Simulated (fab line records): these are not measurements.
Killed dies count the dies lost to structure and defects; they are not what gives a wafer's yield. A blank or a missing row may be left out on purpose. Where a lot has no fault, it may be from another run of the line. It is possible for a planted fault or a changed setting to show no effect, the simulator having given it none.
Split-lot study :: flow n5-finfet :: on a route of 1938 steps: 7 lots, 21 wafers read

ON THE SPLIT
At N5_FIN_CUT_COAT_02 (resist thk 30 nm), the setting spin-rpm was moved away from the recipe's 1500 rpm on 5 of the 21 wafers read, by -9.7% to +10.7%. The other wafers ran this setting at the recipe's value.

The reading is taken at the split's own step.

THE READING
CAR-EUV_of_FIN_CUT_COAT_02.thk-nm (the simulator's own value, which no gauge read), in nm, at N5_FIN_CUT_COAT_02 (resist thk 30 nm). No usual value for it is given in the file. The 16 wafers here that ran the recipe average 30.0 nm, standard deviation 0.071 nm.

wafer: L076.3
tool, chamber at the split: litho-track-05, 0
spin-rpm as run, rpm: 1500
against the recipe: recipe
CAR-EUV_of_FIN_CUT_COAT_02.thk-nm, nm: 30
against lot-mates on the recipe: -

wafer: L076.6
tool, chamber at the split: litho-track-05, 0
spin-rpm as run, rpm: 1500
against the recipe: recipe
CAR-EUV_of_FIN_CUT_COAT_02.thk-nm, nm: 30
against lot-mates on the recipe: -

wafer: L076.4
tool, chamber at the split: litho-track-05, 0
spin-rpm as run, rpm: 1500
against the recipe: recipe
CAR-EUV_of_FIN_CUT_COAT_02.thk-nm, nm: 30.2
against lot-mates on the recipe: -

wafer: L080.1
tool, chamber at the split: litho-track-04, 0
spin-rpm as run, rpm: 1660
against the recipe: +10.7%
CAR-EUV_of_FIN_CUT_COAT_02.thk-nm, nm: 28.6
against lot-mates on the recipe: -1.4

wafer: L080.3
tool, chamber at the split: litho-track-04, 0
spin-rpm as run, rpm: 1660
against the recipe: +10.7%
CAR-EUV_of_FIN_CUT_COAT_02.thk-nm, nm: 28.6
against lot-mates on the recipe: -1.4

wafer: L080.5
tool, chamber at the split: litho-track-04, 0
spin-rpm as run, rpm: 1500
against the recipe: recipe
CAR-EUV_of_FIN_CUT_COAT_02.thk-nm, nm: 30
against lot-mates on the recipe: -

wafer: L081.1
tool, chamber at the split: litho-track-01, 0
spin-rpm as run, rpm: 1500
against the recipe: recipe
CAR-EUV_of_FIN_CUT_COAT_02.thk-nm, nm: 30
against lot-mates on the recipe: -

wafer: L081.4
tool, chamber at the split: litho-track-01, 0
spin-rpm as run, rpm: 1500
against the recipe: recipe
CAR-EUV_of_FIN_CUT_COAT_02.thk-nm, nm: 30
against lot-mates on the recipe: -

wafer: L081.2
tool, chamber at the split: litho-track-01, 0
spin-rpm as run, rpm: 1500
against the recipe: recipe
CAR-EUV_of_FIN_CUT_COAT_02.thk-nm, nm: 29.8
against lot-mates on the recipe: -

wafer: L084.2
tool, chamber at the split: litho-track-04, 0
spin-rpm as run, rpm: 1500
against the recipe: recipe
CAR-EUV_of_FIN_CUT_COAT_02.thk-nm, nm: 30
against lot-mates on the recipe: -

wafer: L084.3
tool, chamber at the split: litho-track-04, 0
spin-rpm as run, rpm: 1500
against the recipe: recipe
CAR-EUV_of_FIN_CUT_COAT_02.thk-nm, nm: 30
against lot-mates on the recipe: -

wafer: L084.4
tool, chamber at the split: litho-track-04, 0
spin-rpm as run, rpm: 1500
against the recipe: recipe
CAR-EUV_of_FIN_CUT_COAT_02.thk-nm, nm: 30
against lot-mates on the recipe: -

wafer: L085.1
tool, chamber at the split: litho-track-01, 0
spin-rpm as run, rpm: 1557
against the recipe: +3.8%
CAR-EUV_of_FIN_CUT_COAT_02.thk-nm, nm: 29.4
against lot-mates on the recipe: -0.6

wafer: L085.2
tool, chamber at the split: litho-track-01, 0
spin-rpm as run, rpm: 1557
against the recipe: +3.8%
CAR-EUV_of_FIN_CUT_COAT_02.thk-nm, nm: 29.4
against lot-mates on the recipe: -0.6

wafer: L085.4
tool, chamber at the split: litho-track-01, 0
spin-rpm as run, rpm: 1500
against the recipe: recipe
CAR-EUV_of_FIN_CUT_COAT_02.thk-nm, nm: 30
against lot-mates on the recipe: -

wafer: L093.2
tool, chamber at the split: litho-track-04, 0
spin-rpm as run, rpm: 1500
against the recipe: recipe
CAR-EUV_of_FIN_CUT_COAT_02.thk-nm, nm: 30
against lot-mates on the recipe: -

wafer: L093.3
tool, chamber at the split: litho-track-04, 0
spin-rpm as run, rpm: 1500
against the recipe: recipe
CAR-EUV_of_FIN_CUT_COAT_02.thk-nm, nm: 30
against lot-mates on the recipe: -

wafer: L093.5
tool, chamber at the split: litho-track-04, 0
spin-rpm as run, rpm: 1355
against the recipe: -9.7%
CAR-EUV_of_FIN_CUT_COAT_02.thk-nm, nm: 31.6
against lot-mates on the recipe: +1.6

wafer: L095.1
tool, chamber at the split: litho-track-01, 0
spin-rpm as run, rpm: 1500
against the recipe: recipe
CAR-EUV_of_FIN_CUT_COAT_02.thk-nm, nm: 30
against lot-mates on the recipe: -

wafer: L095.2
tool, chamber at the split: litho-track-01, 0
spin-rpm as run, rpm: 1500
against the recipe: recipe
CAR-EUV_of_FIN_CUT_COAT_02.thk-nm, nm: 30
against lot-mates on the recipe: -

wafer: L095.5
tool, chamber at the split: litho-track-01, 0
spin-rpm as run, rpm: 1500
against the recipe: recipe
CAR-EUV_of_FIN_CUT_COAT_02.thk-nm, nm: 30
against lot-mates on the recipe: -

FIT RESULTS
A straight line over all 21 wafers: CAR-EUV_of_FIN_CUT_COAT_02.thk-nm changes by -0.144 nm for each +1% of spin-rpm; r = -0.99; the points scatter about the line by 0.092 nm.
The same after taking each lot's own level away (the mean of its wafers on the recipe; 21 wafers): -0.144 nm for each +1%; r = -0.99; scatter 0.083 nm.
On that fit, the largest move of spin-rpm shifts the reading by 1.5 nm.
The span of the lots' own levels, 29.93 to 30.07 nm, comes to 1.9 times the standard deviation stated above.
Hence the lot-to-lot level has little effect on the slope; both slopes agree.
Check: -1.57 nm against its lot-mates is what the line predicts for one of the wafers moved furthest among these (+10.7%) when that wafer is left out of the fit. It came out at -1.4 nm against them.

OTHER SPLITS ON THESE WAFERS
These wafers also went through other splits before the reading. Each is held against what the fit with the lots' levels taken away leaves over:
other split on the same wafers: N5_PMOS_HMC_CHANNEL_EPI_COAT_31 spin-rpm
wafers away from the commonest value: 3
r with CAR-EUV_of_FIN_CUT_COAT_02.thk-nm (lot level and that fit taken away): -0.35

other split on the same wafers: N5_PMOS_HMC_CHANNEL_EPI_PEB_07 peb-time-s
wafers away from the commonest value: 9
r with CAR-EUV_of_FIN_CUT_COAT_02.thk-nm (lot level and that fit taken away): -0.04

THE FILE'S OWN FIT
CAR-EUV_of_FIN_CUT_COAT_02.thk-nm changes by -0.147 nm for each +1% of spin-rpm, r = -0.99.
